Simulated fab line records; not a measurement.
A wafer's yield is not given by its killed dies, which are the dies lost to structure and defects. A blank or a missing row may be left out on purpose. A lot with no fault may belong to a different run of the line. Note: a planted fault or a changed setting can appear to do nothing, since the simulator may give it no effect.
What tool caused it? :: flow n5Finfet :: Sampling: 12 lots, 36 wafers, 4 of 1938 route steps

WHAT EACH GAUGE READ, for each wafer
N5_BEOL_M5_CD_MEAS_11: the cd target is 27.74 nm.
lot: L077
measured: day 9 04:22
on: cdSem-01
cdNm (nm): 27.85 27.74 27.63

lot: L075
measured: day 9 09:26
on: cdSem-03
cdNm (nm): 27.94 27.85 27.84

lot: L078
measured: day 9 13:37
on: cdSem-01
cdNm (nm): 28.16 27.78 28.03

lot: L081
measured: day 10 20:22
on: cdSem-03
cdNm (nm): 28.02 28.06 28.06

lot: L085
measured: day 11 18:01
on: cdSem-01
cdNm (nm): 27.97 27.99 28.08

lot: L086
measured: day 13 05:20
on: cdSem-03
cdNm (nm): 27.62 28.25 27.88

lot: L083
measured: day 13 15:28
on: cdSem-03
cdNm (nm): 28.03 28.25 28.47

lot: L088
measured: day 14 01:25
on: cdSem-01
cdNm (nm): 27.91 28.33 28.15

lot: L093
measured: day 14 20:01
on: cdSem-03
cdNm (nm): 28.02 28.17 27.79

lot: L094
measured: day 15 00:49
on: cdSem-02
cdNm (nm): 27.83 28.02 27.67

lot: L095
measured: day 15 18:43
on: cdSem-01
cdNm (nm): 28.12 28.11 28.46

lot: L096
measured: day 16 02:07
on: cdSem-01
cdNm (nm): 27.53 27.74 27.98

EACH LOT AND THE TOOL THAT RAN IT (in order: tool; ch and the chambers of the sampled wafers; start)
lot: L077
N5_BEOL_M4_ALD_84: aldMetal-04 ch 2,3, day 8 20:01
N5_BEOL_M4_SPUTTER_94: pvdSputter-03, day 8 23:46
N5_BEOL_M4_CO_CAP_55: cvdCo-01 ch 0,1, day 9 00:51

lot: L075
N5_BEOL_M4_ALD_84: aldMetal-04 ch 0,1, day 9 01:05
N5_BEOL_M4_SPUTTER_94: pvdSputter-01, day 9 04:52
N5_BEOL_M4_CO_CAP_55: cvdCo-02 ch 1,2, day 9 05:58

lot: L078
N5_BEOL_M4_ALD_84: aldMetal-02 ch 0,2, day 9 05:50
N5_BEOL_M4_SPUTTER_94: pvdSputter-01, day 9 09:36
N5_BEOL_M4_CO_CAP_55: cvdCo-02 ch 0,1,2, day 9 10:41

lot: L081
N5_BEOL_M4_ALD_84: aldMetal-04 ch 2,3, day 10 13:16
N5_BEOL_M4_SPUTTER_94: pvdSputter-03, day 10 15:32
N5_BEOL_M4_CO_CAP_55: cvdCo-02 ch 0,2, day 10 16:47

lot: L085
N5_BEOL_M4_ALD_84: aldMetal-01 ch 0,1,3, day 11 11:13
N5_BEOL_M4_SPUTTER_94: pvdSputter-03, day 11 13:22
N5_BEOL_M4_CO_CAP_55: cvdCo-01 ch 1,2, day 11 14:28

lot: L086
N5_BEOL_M4_ALD_84: aldMetal-02 ch 0,2,3, day 12 22:41
N5_BEOL_M4_SPUTTER_94: pvdSputter-01, day 13 00:43
N5_BEOL_M4_CO_CAP_55: cvdCo-02 ch 1,2, day 13 01:48

lot: L083
N5_BEOL_M4_ALD_84: aldMetal-04 ch 0,1,2, day 13 08:31
N5_BEOL_M4_SPUTTER_94: pvdSputter-01, day 13 10:41
N5_BEOL_M4_CO_CAP_55: cvdCo-02 ch 0,1,2, day 13 11:46

lot: L088
N5_BEOL_M4_ALD_84: aldMetal-01 ch 0,2, day 13 16:49
N5_BEOL_M4_SPUTTER_94: pvdSputter-02, day 13 19:11
N5_BEOL_M4_CO_CAP_55: cvdCo-02 ch 0,2, day 13 20:17

lot: L093
N5_BEOL_M4_ALD_84: aldMetal-04 ch 1,2,3, day 14 14:27
N5_BEOL_M4_SPUTTER_94: pvdSputter-01, day 14 16:38
N5_BEOL_M4_CO_CAP_55: cvdCo-01 ch 0,1,2, day 14 17:44

lot: L094
N5_BEOL_M4_ALD_84: aldMetal-02 ch 0,2,3, day 14 19:08
N5_BEOL_M4_SPUTTER_94: pvdSputter-02, day 14 21:09
N5_BEOL_M4_CO_CAP_55: cvdCo-02 ch 0,2, day 14 22:15

lot: L095
N5_BEOL_M4_ALD_84: aldMetal-04 ch 2,3, day 15 11:48
N5_BEOL_M4_SPUTTER_94: pvdSputter-02, day 15 13:49
N5_BEOL_M4_CO_CAP_55: cvdCo-01 ch 0,1,2, day 15 14:56

lot: L096
N5_BEOL_M4_ALD_84: aldMetal-01 ch 0,1,3, day 15 18:39
N5_BEOL_M4_SPUTTER_94: pvdSputter-01, day 15 20:53
N5_BEOL_M4_CO_CAP_55: cvdCo-01 ch 0,1,2, day 15 22:05
- N5_BEOL_M4_ALD_84: deposits TaN, pulse time 2 s, purge time 3 s, co reactant purge time 2 s.
- N5_BEOL_M4_SPUTTER_94: material Cu, target thk 4.5 nm, time 8.29 s.
- N5_BEOL_M4_CO_CAP_55: material Co, precursor CCTBA/H2, target thk 2 nm, time 102.1 s.

THE ANSWER, worked out from the rows above alone
Rule: the lots themselves supply what counts as usual. The widest of any qualifying gaps counts: lots, ordered by their means at a reading, are off when they make up no more than a third of the lots, leave a main group of 4 or more, and stand apart from it by 3 or more times the standard deviation of that group's means. A main group whose means are all the same, to the digits that the tables above print for the reading, isn't used. Also off: a lot with no number at a reading for which 4 or more lots have one. Where the step has rows for the other lots, those lots are counted as sound.
No lot is off on any of the readings shown, so nothing can be concluded from this.

WHAT THE SIMULATOR HAD PUT IN
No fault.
